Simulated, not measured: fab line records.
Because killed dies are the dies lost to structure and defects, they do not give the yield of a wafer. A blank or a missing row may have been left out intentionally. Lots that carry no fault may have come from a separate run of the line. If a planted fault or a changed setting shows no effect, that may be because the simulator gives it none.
Matching of chambers -- flow nand-harc -- pecvd-04 running NHARC_A_CONTACT_DEP_85: 3 sister chambers
The step deposits SiON, target thk 50 nm. 16 wafers are shown with their chamber, then 8 later ones without.

## WAFERS, EACH WITH ITS CHAMBER
wafer,chamber,showerhead-vpp-V (V),heater-power-w (W)
L075.1,1,1237,777
L075.2,2,1252,771
L075.4,0,1190,910
L077.1,1,1235,671
L077.3,0,1187,835
L077.6,0,1198,883
L083.2,1,1220,794
L083.3,2,1274,770
L083.5,0,1189,806
L086.1,1,1220,768
L086.5,0,1189,802
L086.6,1,1226,766
L090.1,0,1202,842
L090.2,1,1223,822
L090.6,1,1238,788
L093.4,0,1194,864

SIGNATURES (means of the wafers above)
reading,chamber 0,chamber 1,chamber 2,scatter within a chamber
showerhead-vpp-V,1192.71,1228.43,1263.00,7.9
heater-power-w,848.86,769.43,770.50,41.9
Rule: distance of a wafer from a chamber = root of the sum over the readings of ((wafer's reading minus chamber's mean) / reading's scatter) squared. The wafer belongs to the nearest chamber; if the next one is less than 2 further off, it can't be placed. The scatter: take each reading less its chamber's mean, square it, sum over the shown wafers, divide by the number of wafers less the number of chambers, and take the root.

## WAFERS WITHOUT THEIR CHAMBER
wafer,showerhead-vpp-V (V),heater-power-w (W)
L093.5,1236,745
L093.6,1230,699
L094.3,1200,811
L094.4,1214,819
L094.5,1214,860
L096.3,1230,773
L096.5,1220,756
L096.6,1239,791

## THE CHAMBER EACH PASSED THROUGH
wafer,from the rows above,in truth
L093.5,1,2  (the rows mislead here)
L093.6,1,1
L094.3,0,0
L094.4,can't be placed: 1 or 0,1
L094.5,can't be placed: 0 or 1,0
L096.3,1,1
L096.5,1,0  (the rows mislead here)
L096.6,can't be placed: 1 or 2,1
Placed correctly: 3 of 8. Not placeable from these rows: 3 (in 3, the candidates include the true chamber). 2 placed wrongly.
